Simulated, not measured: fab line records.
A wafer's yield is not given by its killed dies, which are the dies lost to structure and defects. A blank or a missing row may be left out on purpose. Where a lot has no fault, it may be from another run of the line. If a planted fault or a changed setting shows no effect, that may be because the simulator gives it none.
One fault through the eyes of 2 desks -- flow n5Finfet -- each desk holds nothing but its own numbers, with what lay behind them at the end

== AT THE TOOL OWNER'S DESK: rieDiel-06 ==
The tool's own readings at N5_BEOL_M10_ETCH_65 (etches SiARC in CF4, target depth 39 nm, time 65 s): means of the sampled wafers that have a number, for each lot that ran on this tool. Marked OUT: a lot whose mean sits more than 4 standard deviations from the usual mean, which makes it out of limits; the brackets give that distance. Shown are 7 of the 8 readings it has, namely the first that went out of limits plus those furthest out on some lot.
Columns: A = cf4FlowSccm at N5_BEOL_M10_ETCH_65, usual 100.0 sccm; B = drypumpMotorCurrentA at N5_BEOL_M10_ETCH_65, usual 5.71 A; C = etchRfOnTimeS at N5_BEOL_M10_ETCH_65, usual 64.8 s; D = mfcArSccm at N5_BEOL_M10_ETCH_65, usual 99.99 sccm; E = oesProductAu at N5_BEOL_M10_ETCH_65, usual 0.71 a.u.; F = rfVppV at N5_BEOL_M10_ETCH_65, usual 184.3 V; G = showerheadPlenumPTorr at N5_BEOL_M10_ETCH_65, usual 2.17 Torr
lot,first seen here,A,B,C,D,E,F,G
L626,day 10 19:53,99.8,5.50,63.7,99.77,0.75,183.7,2.12
L627,day 12 00:51,100.3,5.48,63.7,100.12,0.73,184.3,2.18
L635,day 13 13:50,100.0,5.53,57.9 (-6.2) OUT,100.05,0.78,184.6,2.23
L636,day 13 17:08,99.8,5.42,54.0 (-9.9) OUT,100.30,0.83,185.3,2.22
L637,day 13 22:04,100.2,5.53,57.6 (-6.6) OUT,100.28,0.77,185.4,2.23
This desk's verdict: out of limits on L635, L636, L637, starting with L635 at day 13 13:50 (etchRfOnTimeS at N5_BEOL_M10_ETCH_65). L626, L627: within limits.

== METROLOGY DESK ==
Means of the sampled wafers that have a number, per lot and without regard to the tool the lot ran on: this is what the gauges read. Marked OUT: a lot whose mean sits more than 4 standard deviations from the usual mean, which makes it out of limits; the brackets give that distance.
Columns: A = M10_OVL at N5_BEOL_M10_OVL_MEAS_12, usual -0.4 nm
lot,first seen here,A
L626,day 10 17:30,-0.2
L627,day 11 22:32,-0.2
L635,day 13 10:49,-0.6
L636,day 13 13:44,-0.8
L637,day 13 17:37,-1.3
L641,day 16 05:38,-1.0
L644,day 16 10:23,0.3
L643,day 16 14:47,-1.2
L645,day 17 06:48,0.2
L648,day 17 13:17,0.2
This desk's finding: nothing out of limits on any of the 10 lots.

== ALL TOGETHER ==
At day 13 13:50, on L635, L636, L637, the tool owner's desk was in a position to raise an alarm.
Nothing out of limits was seen by the metrology desk.
The metrology desk has L635, L636, L637 on record, within its limits.
All the named lots went through N5_BEOL_M10_ETCH_65 on rieDiel-06.

== WHAT THE SIMULATOR HAD INSERTED ==
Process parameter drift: rieDiel-06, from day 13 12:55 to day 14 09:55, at N5_BEOL_M10_ETCH_65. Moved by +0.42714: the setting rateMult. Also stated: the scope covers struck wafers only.
Shown lots that were struck: L635, L636, L637.
Hours from the fault's start to each desk's first reading out of limits: the tool owner's desk, 1.
